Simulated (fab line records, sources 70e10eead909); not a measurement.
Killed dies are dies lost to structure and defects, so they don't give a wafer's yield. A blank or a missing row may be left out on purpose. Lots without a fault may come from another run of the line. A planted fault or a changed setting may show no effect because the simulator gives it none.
Which tool did it? | flow nand_harc | 12 lots, 36 wafers sampled, at 5 steps of a route of 1159

WHAT THE GAUGES READ, wafer by wafer
NHARC_P_M2_INSPECT_27.
lot  | measured     | on                | raw_defect_count
L074 | day 6 23:51  | defect_inspect-01 | 332 206 212
L077 | day 7 00:53  | defect_inspect-01 | 261 423 313
L079 | day 7 05:53  | defect_inspect-02 | 138 392 299
L081 | day 8 01:58  | defect_inspect-02 | 277 315 387
L083 | day 8 21:31  | defect_inspect-01 | 372 346 302
L088 | day 9 14:20  | defect_inspect-02 | 216 239 155
L087 | day 9 16:38  | defect_inspect-02 | 188 194 180
L089 | day 10 02:31 | defect_inspect-02 | 399 581 214
L091 | day 11 03:46 | defect_inspect-02 | 433 363 287
L092 | day 11 05:26 | defect_inspect-01 | 353 303 230
L095 | day 11 12:11 | defect_inspect-02 | 539 240 304
L097 | day 11 20:19 | defect_inspect-01 | 573 616 342

WHICH TOOL RAN EACH LOT (tool, then ch and the chambers of the sampled wafers, then the start)
lot  | NHARC_P_M0_STRIP_18                | NHARC_P_M0_PRE_CLEAN_31         | NHARC_P_M1_PRE_CLEAN_30                 | NHARC_P_M2_PVD_21
L074 | rie_diel-06 ch 0,1,3, day 6 12:09  | pecvd-02 ch 0,2, day 6 14:43    | pvd_sputter-02, day 6 23:51 or earlier  | pvd_sputter-03, day 6 23:51 or earlier
L077 | rie_diel-10 ch 0,2,3, day 6 13:52  | pecvd-04 ch 0,1,2, day 6 16:02  | pvd_sputter-01, day 7 00:53 or earlier  | pvd_sputter-03, day 7 00:53 or earlier
L079 | rie_diel-10 ch 1,2, day 6 18:50    | pecvd-04 ch 0,1,2, day 6 21:22  | pvd_sputter-03, day 7 05:53 or earlier  | pvd_sputter-01, day 7 05:53 or earlier
L081 | rie_diel-08 ch 0,1,3, day 7 15:16  | pecvd-04 ch 0,2, day 7 17:36    | pvd_sputter-02, day 8 01:58 or earlier  | pvd_sputter-03, day 8 01:58 or earlier
L083 | rie_diel-06 ch 2,3, day 8 10:58    | pecvd-02 ch 0,1,2, day 8 13:11  | pvd_sputter-02, day 8 21:31 or earlier  | pvd_sputter-02, day 8 21:31 or earlier
L088 | rie_diel-06 ch 0,1,2, day 9 03:55  | pecvd-02 ch 0,1,2, day 9 06:08  | pvd_sputter-03, day 9 14:20 or earlier  | pvd_sputter-03, day 9 14:20 or earlier
L087 | rie_diel-08 ch 1,2,3, day 9 04:45  | pecvd-02 ch 0,1,2, day 9 08:20  | pvd_sputter-03, day 9 16:38 or earlier  | pvd_sputter-03, day 9 16:38 or earlier
L089 | rie_diel-08 ch 0,1, day 9 15:40    | pecvd-04 ch 0, day 9 17:51      | pvd_sputter-01, day 10 02:31 or earlier | pvd_sputter-01, day 10 02:31 or earlier
L091 | rie_diel-10 ch 0,2,3, day 10 17:15 | pecvd-02 ch 0,2, day 10 19:29   | pvd_sputter-03, day 11 03:46 or earlier | pvd_sputter-03, day 11 03:46 or earlier
L092 | rie_diel-06 ch 0,1,2, day 10 18:31 | pecvd-02 ch 0,1, day 10 20:48   | pvd_sputter-03, day 11 05:26 or earlier | pvd_sputter-02, day 11 05:26 or earlier
L095 | rie_diel-10 ch 0,3, day 11 01:21   | pecvd-03 ch 0,1,2, day 11 03:32 | pvd_sputter-01, day 11 12:11 or earlier | pvd_sputter-02, day 11 12:11 or earlier
L097 | rie_diel-10 ch 1,2, day 11 08:34   | pecvd-03 ch 1,2, day 11 10:58   | pvd_sputter-02, day 11 20:19 or earlier | pvd_sputter-03, day 11 20:19 or earlier
- NHARC_P_M0_STRIP_18: strips in N2/H2.
- NHARC_P_M0_PRE_CLEAN_31: time 12 s.
- NHARC_P_M1_PRE_CLEAN_30: time 30 s.
- NHARC_P_M2_PVD_21: deposits Cu, target thk 30 nm, time 20.49 s.

THE ANSWER, worked out from the rows above alone
Rule: what is usual is taken from the lots themselves. Put in order of their means at a reading, lots are off if they are a third of the lots or fewer, leave a main group of 4 or more, and stand apart from it by a gap of 3 or more times the standard deviation of the main group's means; of several such gaps the widest counts. A main group whose means are all the same, to the digits that the tables above print for the reading, isn't used. A lot without any number at a reading at which 4 lots or more have one is off too. The other lots that the step has rows for count as sound.
No lot is off at any reading shown: from this, nothing can be told.

WHAT THE SIMULATOR HAD PUT IN
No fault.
